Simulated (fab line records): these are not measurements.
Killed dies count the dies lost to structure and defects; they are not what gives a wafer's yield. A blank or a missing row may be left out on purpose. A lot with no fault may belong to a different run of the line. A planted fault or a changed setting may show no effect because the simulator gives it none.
fab line records    flow n5-finfet
record lots=24  wafers=72  last-day=18
route steps=1938 shown PMOS_HMC_CHANNEL_EPI@65 FIN_SAQP@120
lots untouched by any fault: they come from a run of this same line in which no faults occurred
start-h: start of the lot's first displayed wafer, in hours after the record's first day    wait-h: how many hours have passed since the lot's step before this one    " unchanged from the row above    L1.1+2: a single row standing in for several wafers    - no value, or no start was given    * or withheld: withheld    < > ~ a bound
route shown NAME@n: NAME is a module with steps in the file, n the number in the route of the first one    usual: average and standard deviation across the fault-free wafers    same: alike in all rows    chamber/n: place in a boat    sites: readings site by site    _std_site: standard deviation across them    _edge_site: mean of outer sites minus mean of inner sites    radius-mm: how far each site lies from the wafer's centre    mask NAME#n: copy n    behind: the last tool/chamber to shape the wafer    hold: what put the lot on hold/how long, in hours/how the hold closed    device: names the non-switching transistor (n, p or np)    end of line: at the end of the route, the tests of the same wafers    a step without rows: its recipe alone    killed: dies lost to structure and defects at the first sort, not the wafer's yield    map: shows each die of a wafer: x if killed, . if not, _ if none is there
set.NAME: the setting that was run; set.NAME@STEP: the one run at that earlier step    model.NAME: the simulator's own value behind a step, which no gauge read
a sample of lots followed through the steps of the route, with each step as a table and each wafer as a row
services: the hour from which a tool's chamber was out of use, counted from the record's first day as start-h (under 0 if before that day), plus the number of hours and why
## steps
# step N5_PMOS_HMC_CHANNEL_EPI_CD_MEAS_09
# recipe target-cd-nm=237.4  landing-energy-ev=500  detector=se-inlens
# usual cd-nm=237.0/1.1
# same landing-energy-ev=500
lot.wafer  tool       chamber  start-h  wait-h  cd-nm
L074.2     cd-sem-02  0        17.17    -       238.3
L074.5     "          0        "        "       237.9
L074.6     "          0        "        "       238.6
L075.3     cd-sem-03  0        23.84    -       237.9
L075.4     "          0        "        "       235.7
L075.6     "          0        "        "       236.4
L076.1     cd-sem-03  0        29.33    -       237.6
L076.3     "          0        "        "       234.3
L076.5     "          0        "        "       237.1
L077.1     cd-sem-02  0        35.35    -       236.3
L077.2     "          0        "        "       236.4
L077.3     "          0        "        "       235.7
L078.1     cd-sem-03  0        42.06    -       238.0
L078.5     "          0        "        "       238.5
L078.6     "          0        "        "       238.1
L079.3     cd-sem-02  0        47.43    -       237.0
L079.5     "          0        "        "       236.8
L079.6     "          0        "        "       237.8
L080.3     cd-sem-01  0        53.05    -       235.3
L080.4     "          0        "        "       236.4
L080.6     "          0        "        "       235.8
L081.3     cd-sem-03  0        59.74    -       236.5
L081.4     "          0        "        "       236.8
L081.5     "          0        "        "       235.9
L082.2     cd-sem-01  0        65.11    -       234.7
L082.3     "          0        "        "       236.9
L082.6     "          0        "        "       236.7
L083.2     cd-sem-01  0        72.03    -       235.7
L083.5     "          0        "        "       235.8
L083.6     "          0        "        "       236.1
L084.1     cd-sem-02  0        77.35    -       237.2
L084.3     "          0        "        "       238.2
L084.5     "          0        "        "       235.9
L085.1     cd-sem-03  0        83.82    -       237.6
L085.3     "          0        "        "       237.4
L085.4     "          0        "        "       238.0
L086.2     cd-sem-01  0        88.87    -       237.9
L086.4     "          0        "        "       236.8
L086.5     "          0        "        "       236.8
L087.1     cd-sem-03  0        95.64    -       236.6
L087.4     "          0        "        "       235.9
L087.5     "          0        "        "       235.8
L088.2     cd-sem-02  0        101.63   -       237.8
L088.5     "          0        "        "       237.7
L088.6     "          0        "        "       237.4
L089.1     cd-sem-03  0        107.67   -       236.4
L089.4     "          0        "        "       234.9
L089.6     "          0        "        "       238.0
L090.2     cd-sem-01  0        113.60   -       236.9
L090.4     "          0        "        "       237.7
L090.5     "          0        "        "       237.5
L091.2     cd-sem-03  0        119.60   -       235.5
L091.5     "          0        "        "       235.2
L091.6     "          0        "        "       236.5
L092.4     cd-sem-02  0        124.91   -       238.5
L092.5     "          0        "        "       236.5
L092.6     "          0        "        "       235.6
L093.1     cd-sem-03  0        131.21   -       236.0
L093.2     "          0        "        "       237.4
L093.6     "          0        "        "       236.3
L094.1     cd-sem-02  0        136.91   -       237.0
L094.4     "          0        "        "       238.6
L094.5     "          0        "        "       238.5
L095.1     cd-sem-03  0        143.76   -       235.4
L095.3     "          0        "        "       236.3
L095.4     "          0        "        "       236.5
L096.3     cd-sem-02  0        149.11   -       236.2
L096.4     "          0        "        "       236.5
L096.6     "          0        "        "       236.0
L097.2     cd-sem-03  0        155.41   -       240.6
L097.3     "          0        "        "       238.5
L097.5     "          0        "        "       237.9
# step N5_PMOS_HMC_CHANNEL_EPI_ETCH_38
# recipe chemistry=CF4  target=SiO2  target-depth-a=15  ion-energy-ev=350  pressure-mtorr=10  icp-w=800  bias-w=400  cf4-flow-sccm=80
# usual drypump-motor-current-A=5.7/0.41  oes-product-au=1.001/0.021  throttle-valve-pct=21.71/0.3
lot.wafer  tool       chamber  start-h  wait-h  drypump-motor-current-A  oes-product-au  rf-hours-counter-h  throttle-valve-pct
L074.2     rie-si-05  1        17.70    0.0     5.4                      0.964           196                 21.88
L074.5     "          1        "        "       5.4                      0.970           -                   21.89
L074.6     "          0        "        "       6.0                      0.985           -                   22.06
L075.3     rie-si-02  0        24.37    0.0     5.7                      1.012           139                 21.61
L075.4     "          1        "        "       5.6                      1.037           37                  21.28
L075.6     "          3        "        "       5.5                      0.978           -                   21.67
L076.1     rie-si-05  3        29.85    0.0     6.5                      1.018           27                  22.20
L076.3     "          1        "        "       5.4                      0.974           196                 21.87
L076.5     "          2        "        "       5.4                      0.986           -                   21.40
L077.1     rie-si-06  0        35.87    0.0     5.6                      0.978           2                   21.31
L077.2     "          2        "        "       5.3                      1.039           103                 21.69
L077.3     "          3        "        "       5.9                      1.010           161                 21.93
L078.1     rie-si-02  1        42.58    0.0     5.7                      1.025           37                  21.26
L078.5     "          0        "        "       5.8                      1.009           -                   21.60
L078.6     "          1        "        "       5.7                      1.021           -                   21.28
L079.3     rie-si-02  0        47.97    0.0     5.8                      1.029           139                 21.61
L079.5     "          2        "        "       5.4                      1.025           -                   21.63
L079.6     "          3        "        "       5.5                      0.986           -                   21.69
L080.3     rie-si-05  2        53.87    0.0     5.4                      0.993           50                  21.39
L080.4     "          0        "        "       6.0                      0.975           193                 22.07
L080.6     "          2        "        "       5.4                      0.993           -                   21.41
L081.3     rie-si-06  1        60.32    0.0     5.1                      0.965           0                   21.51
L081.4     "          3        "        "       5.9                      1.020           162                 21.92
L081.5     "          3        "        "       5.9                      1.017           -                   21.91
L082.2     rie-si-02  0        65.84    0.0     5.7                      1.023           140                 21.61
L082.3     "          3        "        "       5.5                      0.974           177                 21.66
L082.6     "          1        "        "       5.7                      1.023           -                   21.27
L083.2     rie-si-06  1        72.55    0.0     5.1                      0.963           0                   21.51
L083.5     "          0        "        "       5.6                      0.982           -                   21.30
L083.6     "          1        "        "       5.1                      0.973           -                   21.51
L084.1     rie-si-05  1        77.87    0.0     5.4                      0.974           197                 21.89
L084.3     "          2        "        "       5.3                      1.001           50                  21.40
L084.5     "          3        "        "       6.5                      1.018           -                   22.20
L085.1     rie-si-02  2        84.49    0.0     5.4                      1.008           178                 21.62
L085.3     "          3        "        "       5.5                      0.974           178                 21.67
L085.4     "          0        "        "       5.7                      1.012           -                   21.60
L086.2     rie-si-06  0        89.40    0.0     5.6                      0.987           3                   21.29
L086.4     "          1        "        "       5.1                      0.976           1                   21.50
L086.5     "          0        "        "       5.6                      0.986           -                   21.29
L087.1     rie-si-05  2        96.17    0.0     5.3                      0.991           51                  21.39
L087.4     "          0        "        "       6.0                      0.979           194                 22.08
L087.5     "          1        "        "       5.4                      0.974           -                   21.89
L088.2     rie-si-06  0        102.15   0.0     5.6                      0.977           3                   21.28
L088.5     "          2        "        "       5.3                      1.037           -                   21.69
L088.6     "          1        "        "       5.0                      0.973           -                   21.49
L089.1     rie-si-05  2        108.35   0.0     5.4                      0.991           51                  21.40
L089.4     "          0        "        "       6.0                      0.986           -                   22.07
L089.6     "          3        "        "       6.5                      1.016           -                   22.21
L090.2     rie-si-05  2        114.13   0.0     5.3                      0.990           51                  21.40
L090.4     "          2        "        "       5.3                      0.996           -                   21.38
L090.5     "          3        "        "       6.5                      1.007           -                   22.21
L091.2     rie-si-06  1        120.13   0.0     5.1                      0.979           1                   21.50
L091.5     "          3        "        "       5.9                      1.022           -                   21.93
L091.6     "          2        "        "       5.3                      1.036           -                   21.68
L092.4     rie-si-02  2        125.43   0.0     5.4                      1.014           178                 21.62
L092.5     "          0        "        "       5.7                      1.026           -                   21.60
L092.6     "          1        "        "       5.7                      1.022           -                   21.28
L093.1     rie-si-05  1        131.73   0.0     5.4                      0.999           0                   21.78
L093.2     "          0        "        "       6.0                      0.991           194                 22.08
L093.6     "          3        "        "       6.6                      1.008           -                   22.20
L094.1     rie-si-05  2        137.82   0.0     5.4                      0.997           51                  21.40
L094.4     "          3        "        "       6.5                      1.011           29                  22.19
L094.5     "          2        "        "       5.4                      0.999           -                   21.41
L095.1     rie-si-05  2        144.29   0.0     5.4                      1.000           52                  21.40
L095.3     "          1        "        "       5.4                      1.000           0                   21.79
L095.4     "          0        "        "       6.0                      0.993           195                 22.07
L096.3     rie-si-06  2        149.63   0.0     5.3                      1.032           105                 21.68
L096.4     "          3        "        "       5.9                      1.012           164                 21.92
L096.6     "          2        "        "       5.3                      1.030           -                   21.67
L097.2     rie-si-05  1        155.94   0.0     5.4                      0.987           1                   21.79
L097.3     "          2        "        "       5.3                      0.988           52                  21.38
L097.5     "          2        "        "       5.4                      0.994           -                   21.40
# step N5_FIN_SAQP_MANDREL_ETCH_22
# recipe target-depth-a=600  chemistry=HBr/Cl2  target=a-Si  stop-on=SiNx  bt-time-s=10  over-etch-frac=0.5  time-s=30  pressure-mtorr=10  icp-w=800  bias-w=75  HBr_flow_sccm=150  Cl2_flow_sccm=80  ends=end-point
# usual drypump-motor-current-A=5.5/0.58  oes-product-au=0.762/0.013  throttle-valve-pct=35.39/0.28
lot.wafer  tool       chamber  start-h  wait-h  drypump-motor-current-A  oes-product-au  rf-hours-counter-h  throttle-valve-pct
L074.2     rie-si-03  1        21.69    0.0     4.8                      0.756           90                  35.48
L074.5     "          2        "        "       5.7                      0.759           -                   35.64
L074.6     "          3        "        "       6.3                      0.738           -                   35.57
L075.3     rie-si-03  2        28.92    0.0     5.8                      0.753           144                 35.66
L075.4     "          0        "        "       4.7                      0.779           122                 35.76
L075.6     "          0        "        "       4.7                      0.784           -                   35.75
L076.1     rie-si-01  0        34.21    0.0     5.8                      0.772           1                   35.17
L076.3     "          1        "        "       5.9                      0.762           10                  35.45
L076.5     "          3        "        "       6.6                      0.773           -                   35.11
L077.1     rie-si-01  2        40.69    0.0     5.9                      0.774           38                  35.09
L077.2     "          1        "        "       5.9                      0.759           10                  35.46
L077.3     "          0        "        "       5.8                      0.774           1                   35.14
L078.1     rie-si-03  2        47.25    0.0     5.7                      0.749           144                 35.68
L078.5     "          2        "        "       5.7                      0.753           -                   35.65
L078.6     "          1        "        "       4.8                      0.766           -                   35.45
L079.3     rie-si-01  0        53.03    0.0     5.8                      0.772           1                   35.15
L079.5     "          1        "        "       5.9                      0.771           -                   35.45
L079.6     "          0        "        "       5.8                      0.780           -                   35.16
L080.3     rie-si-04  0        58.28    0.0     5.8                      0.766           99                  35.19
L080.4     "          3        "        "       5.5                      0.777           86                  35.50
L080.6     "          3        "        "       5.5                      0.771           -                   35.52
L081.3     rie-si-03  3        64.76    0.0     6.3                      0.737           17                  35.58
L081.4     "          2        "        "       5.8                      0.758           145                 35.64
L081.5     "          0        "        "       4.7                      0.785           -                   35.77
L082.2     rie-si-04  1        70.33    0.0     4.8                      0.752           57                  35.72
L082.3     "          2        "        "       4.8                      0.742           115                 34.83
L082.6     "          0        "        "       5.8                      0.784           -                   35.18
L083.2     rie-si-04  2        76.73    0.0     4.7                      0.743           115                 34.84
L083.5     "          0        "        "       5.8                      0.775           -                   35.18
L083.6     "          3        "        "       5.5                      0.776           -                   35.50
L084.1     rie-si-04  2        82.24    0.0     4.8                      0.736           115                 34.84
L084.3     "          3        "        "       5.5                      0.759           86                  35.55
L084.5     "          0        "        "       5.8                      0.775           -                   35.18
L085.1     rie-si-04  2        88.59    0.0     4.8                      0.743           115                 34.85
L085.3     "          1        "        "       4.9                      0.742           57                  35.71
L085.4     "          3        "        "       5.5                      0.758           86                  35.53
L086.2     rie-si-04  2        93.74    0.0     4.8                      0.735           115                 34.86
L086.4     "          3        "        "       5.5                      0.774           86                  35.51
L086.5     "          2        "        "       4.8                      0.743           -                   34.85
L087.1     rie-si-04  3        101.25   0.0     5.5                      0.756           86                  35.53
L087.4     "          1        "        "       4.8                      0.747           57                  35.71
L087.5     "          0        "        "       5.8                      0.766           -                   35.19
L088.2     rie-si-01  1        107.62   0.0     5.9                      0.774           12                  35.44
L088.5     "          1        "        "       5.9                      0.782           -                   35.43
L088.6     "          2        "        "       5.9                      0.773           -                   35.12
L089.1     rie-si-04  1        112.42   0.0     4.8                      0.749           58                  35.69
L089.4     "          2        "        "       4.8                      0.737           116                 34.85
L089.6     "          0        "        "       5.8                      0.769           -                   35.18
L090.2     rie-si-01  1        118.69   0.0     5.9                      0.760           12                  35.46
L090.4     "          2        "        "       5.9                      0.783           39                  35.09
L090.5     "          2        "        "       5.9                      0.769           -                   35.10
L091.2     rie-si-01  3        124.62   0.0     6.6                      0.759           6                   35.09
L091.5     "          1        "        "       5.9                      0.770           -                   35.46
L091.6     "          0        "        "       5.8                      0.784           -                   35.16
L092.4     rie-si-04  0        129.57   0.1     5.8                      0.783           -                   35.18
L092.5     "          1        "        "       4.8                      0.753           -                   35.69
L092.6     "          3        "        "       5.5                      0.778           -                   35.48
L093.1     rie-si-03  0        135.97   0.0     4.7                      0.774           124                 35.78
L093.2     "          1        "        "       4.8                      0.761           92                  35.50
L093.6     "          2        "        "       5.7                      0.757           -                   35.62
L094.1     rie-si-03  0        142.51   0.0     4.7                      0.768           124                 35.79
L094.4     "          3        "        "       6.3                      0.750           18                  35.55
L094.5     "          0        "        "       4.7                      0.785           -                   35.79
L095.1     rie-si-03  0        148.53   0.0     4.7                      0.756           124                 35.78
L095.3     "          3        "        "       6.3                      0.741           18                  35.58
L095.4     "          1        "        "       4.8                      0.766           92                  35.47
L096.3     rie-si-04  1        153.74   0.0     4.8                      0.750           58                  35.71
L096.4     "          2        "        "       4.8                      0.738           116                 34.85
L096.6     "          3        "        "       5.5                      0.765           -                   35.51
L097.2     rie-si-04  1        160.03   0.0     4.8                      0.745           58                  35.71
L097.3     "          3        "        "       5.5                      0.765           88                  35.51
L097.5     "          3        "        "       5.5                      0.768           -                   35.52
# step N5_FIN_SAQP_CD_MEAS_27
# recipe target-cd-nm=20  landing-energy-ev=1000  detector=se-inlens  polarity=line
# usual cd-nm=20.33/0.21
# same landing-energy-ev=1000
lot.wafer  tool       chamber  start-h  wait-h  cd-nm
L074.2     cd-sem-01  0        23.73    0.1     20.33
L074.5     "          0        "        "       20.50
L074.6     "          0        "        "       20.40
L075.3     cd-sem-02  0        30.75    0.1     20.40
L075.4     "          0        "        "       20.25
L075.6     "          0        "        "       20.24
L076.1     cd-sem-02  0        36.28    0.1     20.68
L076.3     "          0        "        "       20.18
L076.5     "          0        "        "       20.34
L077.1     cd-sem-02  0        42.61    0.1     20.28
L077.2     "          0        "        "       20.17
L077.3     "          0        "        "       20.30
L078.1     cd-sem-02  0        51.14    0.1     20.28
L078.5     "          0        "        "       20.29
L078.6     "          0        "        "       20.08
L079.3     cd-sem-03  0        54.77    0.1     20.16
L079.5     "          0        "        "       20.31
L079.6     "          0        "        "       20.15
L080.3     cd-sem-01  0        60.06    0.1     20.45
L080.4     "          0        "        "       20.75
L080.6     "          0        "        "       20.44
L081.3     cd-sem-01  0        66.50    0.1     20.55
L081.4     "          0        "        "       20.61
L081.5     "          0        "        "       20.73
L082.2     cd-sem-03  0        72.17    0.1     20.59
L082.3     "          0        "        "       20.38
L082.6     "          0        "        "       20.21
L083.2     cd-sem-01  0        78.62    0.1     20.28
L083.5     "          0        "        "       20.41
L083.6     "          0        "        "       20.55
L084.1     cd-sem-02  0        83.97    0.1     20.10
L084.3     "          0        "        "       20.75
L084.5     "          0        "        "       19.99
L085.1     cd-sem-01  0        90.60    0.1     20.39
L085.3     "          0        "        "       20.34
L085.4     "          0        "        "       20.59
L086.2     cd-sem-01  0        95.48    0.1     20.85
L086.4     "          0        "        "       19.94
L086.5     "          0        "        "       20.30
L087.1     cd-sem-01  0        103.07   0.1     20.57
L087.4     "          0        "        "       20.27
L087.5     "          0        "        "       19.80
L088.2     cd-sem-03  0        109.35   0.1     20.19
L088.5     "          0        "        "       20.26
L088.6     "          0        "        "       20.31
L089.1     cd-sem-03  0        114.25   0.1     20.20
L089.4     "          0        "        "       20.15
L089.6     "          0        "        "       20.37
L090.2     cd-sem-01  0        120.42   0.1     20.38
L090.4     "          0        "        "       19.94
L090.5     "          0        "        "       20.38
L091.2     cd-sem-03  0        126.37   0.1     20.47
L091.5     "          0        "        "       20.05
L091.6     "          0        "        "       20.07
L092.4     cd-sem-02  0        131.26   0.1     20.24
L092.5     "          0        "        "       20.66
L092.6     "          0        "        "       20.44
L093.1     cd-sem-02  0        137.69   0.1     20.41
L093.2     "          0        "        "       20.34
L093.6     "          0        "        "       20.55
L094.1     cd-sem-03  0        144.40   0.1     20.29
L094.4     "          0        "        "       20.23
L094.5     "          0        "        "       20.32
L095.1     cd-sem-03  0        150.58   0.1     20.53
L095.3     "          0        "        "       20.26
L095.4     "          0        "        "       20.43
L096.3     cd-sem-02  0        155.47   0.1     20.53
L096.4     "          0        "        "       20.40
L096.6     "          0        "        "       20.31
L097.2     cd-sem-02  0        161.76   0.1     20.31
L097.3     "          0        "        "       20.58
L097.5     "          0        "        "       20.61
# step N5_FIN_SAQP_MANDREL_ETCH_58
# recipe chemistry=HBr/Cl2  target=a-Si  target-depth-a=450  bt-time-s=10  stop-on=SiNx  mask-material=SiO2  over-etch-frac=0.8  time-s=27  pressure-mtorr=10  icp-w=800  bias-w=75  HBr_flow_sccm=150  Cl2_flow_sccm=80  ends=end-point
# usual drypump-motor-current-A=5.6/0.62  oes-product-au=0.700/0.011  throttle-valve-pct=35.55/0.27
lot.wafer  tool       chamber  start-h  wait-h  drypump-motor-current-A  oes-product-au  rf-hours-counter-h  throttle-valve-pct
L074.2     rie-si-01  1        24.03    0.0     5.9                      0.703           10                  35.66
L074.5     "          0        "        "       5.8                      0.716           -                   35.35
L074.6     "          3        "        "       6.6                      0.701           -                   35.28
L075.3     rie-si-04  3        30.94    0.0     5.5                      0.702           85                  35.71
L075.4     "          1        "        "       4.8                      0.683           56                  35.91
L075.6     "          1        "        "       4.8                      0.690           -                   35.89
L076.1     rie-si-04  1        36.62    0.0     4.8                      0.676           56                  35.91
L076.3     "          2        "        "       4.8                      0.678           114                 35.04
L076.5     "          2        "        "       4.8                      0.679           -                   35.05
L077.1     rie-si-03  2        42.86    0.0     5.8                      0.710           144                 35.84
L077.2     "          3        "        "       6.3                      0.692           16                  35.78
L077.3     "          0        "        "       4.7                      0.708           122                 35.97
L078.1     rie-si-03  2        51.33    0.0     5.7                      0.683           144                 35.87
L078.5     "          0        "        "       4.7                      0.698           -                   35.96
L078.6     "          1        "        "       4.8                      0.701           -                   35.66
L079.3     rie-si-04  1        54.96    0.0     4.8                      0.681           56                  35.91
L079.5     "          0        "        "       5.8                      0.712           -                   35.38
L079.6     "          3        "        "       5.5                      0.706           -                   35.70
L080.3     rie-si-03  1        60.35    0.0     4.8                      0.701           90                  35.68
L080.4     "          2        "        "       5.7                      0.696           145                 35.84
L080.6     "          1        "        "       4.8                      0.707           -                   35.65
L081.3     rie-si-01  2        66.68    0.0     5.9                      0.708           38                  35.32
L081.4     "          1        "        "       5.9                      0.703           11                  35.67
L081.5     "          2        "        "       5.9                      0.703           -                   35.31
L082.2     rie-si-01  1        72.36    0.0     5.9                      0.693           11                  35.69
L082.3     "          3        "        "       6.6                      0.694           5                   35.31
L082.6     "          0        "        "       5.8                      0.704           -                   35.35
L083.2     rie-si-01  2        78.81    0.0     5.9                      0.715           38                  35.30
L083.5     "          3        "        "       6.6                      0.719           -                   35.25
L083.6     "          0        "        "       5.8                      0.711           -                   35.35
L084.1     rie-si-04  2        84.16    0.0     4.8                      0.678           115                 35.04
L084.3     "          1        "        "       4.8                      0.684           57                  35.91
L084.5     "          0        "        "       5.8                      0.715           -                   35.35
L085.1     rie-si-01  3        90.80    0.0     6.6                      0.705           6                   35.29
L085.3     "          0        "        "       5.8                      0.708           2                   35.38
L085.4     "          1        "        "       5.9                      0.707           11                  35.65
L086.2     rie-si-04  1        95.68    0.0     4.9                      0.673           57                  35.92
L086.4     "          2        "        "       4.8                      0.685           115                 35.04
L086.5     "          3        "        "       5.5                      0.694           -                   35.71
L087.1     rie-si-03  3        103.26   0.0     6.3                      0.682           17                  35.76
L087.4     "          2        "        "       5.7                      0.693           145                 35.84
L087.5     "          1        "        "       4.8                      0.720           -                   35.65
L088.2     rie-si-03  1        109.53   0.0     4.8                      0.698           91                  35.66
L088.5     "          0        "        "       4.7                      0.702           -                   35.96
L088.6     "          1        "        "       4.8                      0.711           -                   35.65
L089.1     rie-si-04  3        114.46   0.0     5.5                      0.710           87                  35.71
L089.4     "          2        "        "       4.8                      0.680           116                 35.03
L089.6     "          1        "        "       4.8                      0.688           -                   35.90
L090.2     rie-si-01  3        120.61   0.0     6.6                      0.692           6                   35.29
L090.4     "          0        "        "       5.8                      0.707           3                   35.38
L090.5     "          2        "        "       5.9                      0.705           -                   35.30
L091.2     rie-si-01  2        126.55   0.0     6.0                      0.712           39                  35.31
L091.5     "          1        "        "       5.9                      0.696           -                   35.65
L091.6     "          0        "        "       5.8                      0.709           -                   35.35
L092.4     rie-si-04  1        131.47   0.0     4.8                      0.691           -                   35.90
L092.5     "          3        "        "       5.5                      0.703           -                   35.72
L092.6     "          0        "        "       5.8                      0.718           -                   35.36
L093.1     rie-si-04  1        137.88   0.0     4.8                      0.687           58                  35.88
L093.2     "          3        "        "       5.5                      0.702           87                  35.70
L093.6     "          2        "        "       4.8                      0.685           -                   35.02
L094.1     rie-si-01  0        144.59   0.0     5.8                      0.711           3                   35.35
L094.4     "          3        "        "       6.6                      0.703           7                   35.31
L094.5     "          0        "        "       5.8                      0.714           -                   35.36
L095.1     rie-si-03  0        150.77   0.0     4.7                      0.697           124                 35.99
L095.3     "          1        "        "       4.8                      0.706           92                  35.67
L095.4     "          2        "        "       5.7                      0.696           146                 35.85
L096.3     rie-si-01  3        155.73   0.0     6.6                      0.702           7                   35.30
L096.4     "          2        "        "       5.9                      0.713           40                  35.33
L096.6     "          0        "        "       5.8                      0.704           -                   35.36
L097.2     rie-si-01  1        161.94   0.0     5.9                      0.695           13                  35.68
L097.3     "          3        "        "       6.6                      0.699           7                   35.31
L097.5     "          3        "        "       6.6                      0.694           -                   35.31
# step N5_FIN_SAQP_MANDREL2_REMOVE_60
# recipe chemistry=HBr/Cl2/O2  bt-time-s=10  target=a-Si  stop-on=SiNx  endpoint=OES-SiCl  over-etch-frac=1  icp-w=600  bias-w=22  HBr_flow_sccm=150  Cl2_flow_sccm=80  O2_flow_sccm=5  pressure-mtorr=10
# usual drypump-motor-current-A=5.5/0.61  oes_o_777_au=1.02/0.042  oes-product-au=0.996/0.017  throttle-valve-pct=36.68/0.3
lot.wafer  tool       chamber  start-h  wait-h  drypump-motor-current-A  oes_o_777_au  oes-product-au  rf-hours-counter-h  throttle-valve-pct
L074.2     rie-si-03  2        25.28    0.1     5.7                      0.96          0.973           144                 36.98
L074.5     "          0        "        "       4.7                      1.01          0.997           -                   37.11
L074.6     "          1        "        "       4.8                      1.04          1.007           -                   36.82
L075.3     rie-si-03  1        32.23    0.1     4.8                      1.05          1.010           90                  36.83
L075.4     "          2        "        "       5.7                      0.96          0.983           144                 36.99
L075.6     "          1        "        "       4.8                      1.04          1.004           -                   36.84
L076.1     rie-si-03  2        37.99    0.1     5.7                      0.96          0.987           144                 36.99
L076.3     "          0        "        "       4.7                      1.01          1.004           122                 37.09
L076.5     "          3        "        "       6.2                      0.95          0.968           -                   36.92
L077.1     rie-si-01  1        44.45    0.1     5.9                      1.01          1.020           10                  36.80
L077.2     "          3        "        "       6.6                      1.02          0.992           5                   36.43
L077.3     "          2        "        "       5.9                      1.02          1.016           38                  36.42
L078.1     rie-si-04  0        53.18    0.1     5.8                      1.01          1.009           99                  36.50
L078.5     "          1        "        "       4.8                      1.02          0.988           -                   37.06
L078.6     "          2        "        "       4.8                      1.07          0.985           -                   36.18
L079.3     rie-si-03  1        56.26    0.1     4.8                      1.04          1.013           90                  36.84
L079.5     "          0        "        "       4.7                      1.01          1.007           -                   37.09
L079.6     "          1        "        "       4.8                      1.04          1.014           -                   36.85
L080.3     rie-si-04  0        61.79    0.1     5.8                      1.01          0.991           99                  36.50
L080.4     "          3        "        "       5.5                      0.94          1.007           86                  36.86
L080.6     "          1        "        "       4.8                      1.02          0.972           -                   37.07
L081.3     rie-si-04  0        67.99    0.1     5.8                      1.00          0.998           99                  36.54
L081.4     "          3        "        "       5.5                      0.94          1.013           86                  36.88
L081.5     "          2        "        "       4.8                      1.06          0.977           -                   36.17
L082.2     rie-si-04  0        73.63    0.1     5.8                      1.01          1.004           99                  36.53
L082.3     "          2        "        "       4.7                      1.06          0.972           115                 36.18
L082.6     "          2        "        "       4.8                      1.06          0.968           -                   36.17
L083.2     rie-si-01  3        80.05    0.1     6.6                      1.03          0.997           6                   36.42
L083.5     "          0        "        "       5.8                      1.08          1.003           -                   36.47
L083.6     "          3        "        "       6.6                      1.03          1.002           -                   36.44
L084.1     rie-si-01  2        85.50    0.1     5.9                      1.04          1.020           38                  36.43
L084.3     "          1        "        "       5.9                      1.01          1.005           11                  36.80
L084.5     "          1        "        "       5.9                      1.00          1.014           -                   36.79
L085.1     rie-si-04  0        92.05    0.1     5.8                      1.01          1.006           99                  36.51
L085.3     "          3        "        "       5.5                      0.93          1.026           86                  36.86
L085.4     "          1        "        "       4.8                      1.02          0.985           57                  37.05
L086.2     rie-si-01  0        96.94    0.1     5.8                      1.08          1.007           2                   36.47
L086.4     "          2        "        "       5.9                      1.03          1.011           39                  36.42
L086.5     "          3        "        "       6.6                      1.03          0.998           -                   36.43
L087.1     rie-si-01  0        105.43   0.1     5.8                      1.07          1.013           2                   36.49
L087.4     "          3        "        "       6.6                      1.03          0.994           6                   36.42
L087.5     "          0        "        "       5.8                      1.08          1.019           -                   36.47
L088.2     rie-si-04  3        110.82   0.1     5.5                      0.95          1.014           87                  36.86
L088.5     "          3        "        "       5.5                      0.94          1.020           -                   36.86
L088.6     "          0        "        "       5.8                      1.00          0.993           -                   36.51
L089.1     rie-si-04  2        116.07   0.1     4.8                      1.05          0.968           116                 36.17
L089.4     "          0        "        "       5.8                      1.02          0.990           100                 36.51
L089.6     "          1        "        "       4.9                      1.01          0.970           -                   37.07
L090.2     rie-si-04  1        123.00   0.1     4.9                      1.02          0.975           58                  37.05
L090.4     "          3        "        "       5.5                      0.94          1.025           87                  36.86
L090.5     "          3        "        "       5.5                      0.94          1.016           -                   36.85
L091.2     rie-si-03  0        127.92   0.1     4.7                      1.01          1.004           124                 37.09
L091.5     "          3        "        "       6.3                      0.95          0.968           -                   36.90
L091.6     "          2        "        "       5.7                      0.96          0.975           -                   36.98
L092.4     rie-si-01  0        132.68   0.1     5.8                      1.08          1.003           3                   36.48
L092.5     "          0        "        "       5.8                      1.08          1.008           -                   36.48
L092.6     "          1        "        "       5.9                      1.01          0.996           -                   36.80
L093.1     rie-si-01  1        139.31   0.1     5.9                      1.01          1.011           12                  36.79
L093.2     "          3        "        "       6.6                      1.03          1.005           7                   36.44
L093.6     "          1        "        "       5.9                      1.02          1.004           -                   36.82
L094.1     rie-si-03  2        145.83   0.1     5.7                      0.96          0.982           146                 37.00
L094.4     "          1        "        "       4.8                      1.04          1.010           92                  36.84
L094.5     "          0        "        "       4.7                      1.01          1.003           -                   37.10
L095.1     rie-si-04  3        152.22   0.1     5.5                      0.94          1.013           87                  36.86
L095.3     "          2        "        "       4.7                      1.06          0.966           116                 36.18
L095.4     "          0        "        "       5.8                      1.02          1.005           100                 36.52
L096.3     rie-si-04  1        157.04   0.1     4.9                      1.01          0.975           58                  37.06
L096.4     "          3        "        "       5.5                      0.94          1.018           87                  36.84
L096.6     "          3        "        "       5.5                      0.94          1.005           -                   36.88
L097.2     rie-si-01  2        163.61   0.1     5.9                      1.03          1.009           40                  36.42
L097.3     "          0        "        "       5.8                      1.08          1.011           3                   36.50
L097.5     "          2        "        "       5.9                      1.03          1.013           -                   36.44
## services
tool       chamber  start-h  hours  kind
rie-si-04  3        -2.34    2.5    repair
rie-si-04  2        11.20    4.0    repair
rie-si-01  2        21.23    1.0    repair
rie-si-06  1        21.48    -      clean
rie-si-06  1        21.48    -      consumable-replace:focus-ring
rie-si-06  1        21.48    25.5   scheduled-down
rie-si-06  1        21.48    25.5   vent-cycle
rie-si-04  2        23.34    3.4    repair
rie-si-02  1        80.68    5.7    repair
rie-si-02  3        92.27    2.7    repair
rie-si-05  1        105.88   -      clean
rie-si-05  1        105.88   23.8   scheduled-down
rie-si-05  1        105.88   23.8   vent-cycle
rie-si-04  2        123.18   11.6   repair
rie-si-03  3        134.26   7.4    repair
rie-si-05  0        146.12   -      clean
rie-si-05  0        146.12   25.2   scheduled-down
rie-si-05  0        146.12   25.2   vent-cycle
## key
fault none
